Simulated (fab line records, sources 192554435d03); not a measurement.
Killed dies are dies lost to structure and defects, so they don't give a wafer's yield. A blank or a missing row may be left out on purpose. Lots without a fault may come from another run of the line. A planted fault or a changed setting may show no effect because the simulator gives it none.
A struck lot beside a sound one | flow n5_finfet | 16 steps out of a route of 1938
Sound: wafers L789.3, L789.4, L789.5. Struck: wafer L783.5. (L783.1 of the same lot was not struck and is left out.) The cause comes at the end.
At each step with rows: each side's tool, then ch and its chambers, then its first start. Under that, the readings that differ: sound wafers | struck wafers | difference of the means | sigmas: that difference in standard deviations of wafers without a fault.
alike: readings whose means differ by less than 2 such deviations, and words and numbers that are the same on both sides. not compared: withheld readings, readings that some wafer has no value for, bounds like >300 that may hide the same value, and numbers for which the record gives no deviation and whose values overlap.
The two part at a step that has a row with sigmas, a row that says differs or no value, or rows on one side only. Numbers that don't overlap but have no deviation are shown without sigmas and don't part them. A reading that every wafer of one side lacks parts them only if that side has two wafers or more.

first, 1 step without rows for these wafers: N5_HKMG_FIN_ETCH_86 (etches SOC in N2/H2, stops on TiN, target depth 393.2 nm).
N5_HKMG_FIN_STRIP_89: strips SOC in N2/H2, time 20 s.
  sound on rie_diel-03 ch 1,2, day 8 11:03; struck on rie_diel-01 ch 3, day 7 06:39
  reading               | sound          | struck | difference | sigmas
  oes_product_au (a.u.) | 0.77 0.68 0.78 | 0.94   | +0.20      | +2
  alike: drypump_motor_current_A, rf_vpp_V, showerhead_plenum_p_Torr, throttle_valve_pct
  not compared: rf_hours_counter_h
then, 5 steps without rows for these wafers: N5_HKMG_FIN_WET_ETCH_87 (etches TiN in SC1, time 154.2 s, target depth 4.7 nm, rinse time 30 s); N5_HKMG_FIN_STRIP_88 (strips in N2/H2, time 360 s); N5_HKMG_FIN_NWFM_ALD_20 (deposits TiAlC, target thk 2 nm, pulse time 3 s, purge time 2 s); N5_HKMG_FIN_ALD_71 (deposits TiN, target thk 1 nm, pulse time 1 s, purge time 3 s); N5_HKMG_FIN_COAT_66 (time 60 s, resist thk 300 nm).
N5_HKMG_FIN_ETCH_67: etches SOC in N2/H2, stops on TiN, target depth 388.9 nm.
  sound on rie_diel-01 ch 0,1,2, day 8 12:04; struck on rie_diel-03 ch 2, day 7 07:40
  reading                     | sound       | struck | difference | sigmas
  drypump_motor_current_A (A) | 6.5 6.6 5.8 | 5.3    | -1.0       | -2
  alike: oes_product_au, rf_vpp_V, showerhead_plenum_p_Torr, throttle_valve_pct
  not compared: rf_hours_counter_h
N5_HKMG_FIN_STRIP_90: strips SOC in N2/H2, time 20 s.
  sound on rie_diel-01 ch 0,1,2, day 8 12:08; struck on rie_diel-03 ch 2, day 7 07:44
  alike: drypump_motor_current_A, oes_product_au, rf_vpp_V, showerhead_plenum_p_Torr, throttle_valve_pct
  not compared: rf_hours_counter_h
then, 1 step without rows for these wafers: N5_HKMG_FIN_WET_ETCH_73 (etches the open film in SC1, time 42.3 s, target depth 1.3 nm, rinse time 30 s).
N5_HKMG_FIN_ETCHBACK_68: etches the open film in Cl2/Ar, stops on HfO2, target depth 0.5 nm.
  sound on rie_metal-01 ch 0,1, day 8 12:20; struck on rie_metal-01 ch 0, day 7 07:53
  alike: drypump_motor_current_A, oes_product_au, throttle_valve_pct
  not compared: rf_hours_counter_h
then, 1 step without rows for these wafers: N5_HKMG_FIN_STRIP_69 (strips in N2/H2, time 360 s).
N5_HKMG_FIN_ALD_21: deposits TiN, target thk 1.5 nm, pulse time 1 s, purge time 3 s.
  sound on ald_metal-02 ch 1,3, day 8 12:49; struck on ald_metal-01 ch 2, day 7 08:46
  reading    | sound    | struck | difference | sigmas
  ald_cycles | 68 68 68 | 53     | -15        |
  alike: heater_power_w, precursor_pulse_height_rel
N5_HKMG_FIN_ALD_72: deposits W, target thk 2 nm, pulse time 1 s, purge time 2 s.
  sound on cvd_w-01 ch 0,1, day 8 13:11; struck on cvd_w-02 ch 0, day 7 09:08
  alike: heater_power_w, precursor_pulse_height_rel
  not compared: ald_cycles
-- the record jumps here: 6 days lie between the struck wafers' starts before and after (it left off in module HKMG_FIN and takes up again in module BEOL_M4, whose first step shown is number 1111 of the route) --
N5_BEOL_M4_RC_MEAS_101:
  sound on prober-01 ch 0, day 14 16:14; struck on prober-02 ch 0, day 12 22:34
  alike: DIBL_N, DIBL_P, IOFF_N, IOFF_P, ION_N, ION_P, SS_N, SS_P, VT_N, VT_P
-- the record jumps here: 5 days lie between the struck wafers' starts before and after (it left off in module BEOL_M4 and takes up again in module PASSIVATION, whose first step shown is number 1936 of the route) --
N5_PASSIVATION_PROBE_49:
  the record has rows for the struck wafers here (prober-02, day 17 18:00) and none for the sound ones

WHERE THEY PART
First at N5_HKMG_FIN_STRIP_89; last, within this record, at N5_PASSIVATION_PROBE_49.

WHY: what the simulator had put in
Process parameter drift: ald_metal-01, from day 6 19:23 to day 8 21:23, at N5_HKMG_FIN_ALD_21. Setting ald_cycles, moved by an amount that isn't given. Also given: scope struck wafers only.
